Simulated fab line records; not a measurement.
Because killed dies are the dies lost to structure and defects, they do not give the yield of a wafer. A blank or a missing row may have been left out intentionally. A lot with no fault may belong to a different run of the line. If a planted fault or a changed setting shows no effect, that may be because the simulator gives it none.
Matching of chambers + flow n5 finfet + N5_BEOL_M8_STRIP_19 on rie diel-04: 4 sister chambers
The step strips in O2. 4 wafers are shown with their chamber, then 10 later ones without.

== WAFERS WITH THEIR CHAMBER ==
| wafer  | chamber | showerhead plenum p Torr (Torr) |
|--------|---------|---------------------------------|
| L095.6 | 3       | 2.04                            |
| L094.3 | 2       | 1.98                            |
| L085.2 | 0       | 2.06                            |
| L085.4 | 1       | 2.11                            |

== WAFERS WHOSE CHAMBER IS MISSING ==
| wafer  | showerhead plenum p Torr (Torr) |
|--------|---------------------------------|
| L085.6 | 2.03                            |
| L090.1 | 2.06                            |
| L090.3 | 1.98                            |
| L090.6 | 2.03                            |
| L096.1 | 2.11                            |
| L096.4 | 2.06                            |
| L096.5 | 2.06                            |
| L086.3 | 2.05                            |
| L086.4 | 2.24                            |
| L086.5 | 2.10                            |

== CHAMBER TAKEN BY EACH ==
| wafer  | from the rows above               | in truth |
|--------|-----------------------------------|----------|
| L085.6 | can't be placed: 3 or 0 or 2 or 1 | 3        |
| L090.1 | can't be placed: 0 or 3 or 1 or 2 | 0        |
| L090.3 | can't be placed: 2 or 3 or 0      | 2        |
| L090.6 | can't be placed: 3 or 0 or 2 or 1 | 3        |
| L096.1 | can't be placed: 1 or 0 or 3      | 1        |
| L096.4 | can't be placed: 0 or 3 or 1 or 2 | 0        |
| L096.5 | can't be placed: 0 or 3 or 1 or 2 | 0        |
| L086.3 | can't be placed: 3 or 0 or 1 or 2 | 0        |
| L086.4 | can't be placed: 1 or 0 or 3      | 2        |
| L086.5 | can't be placed: 1 or 0 or 3      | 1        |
Correctly placed: 0 of 10. These rows do not allow placing 10 (true chamber among the candidates in 9). 0 placed wrongly.
How it was worked out, from the rows above alone: a wafer's distance from a chamber is the root of the sum, over the readings, of the square of ((its reading less the chamber's mean) divided by the reading's scatter). The wafer belongs to the nearest chamber; if the next one is less than 2 further off, it can't be placed. The mean given for a chamber averages the wafers shown for that chamber. The scatter: with one shown wafer a chamber, the root of the mean of the squares of how far each hidden wafer lies from its nearest shown one.
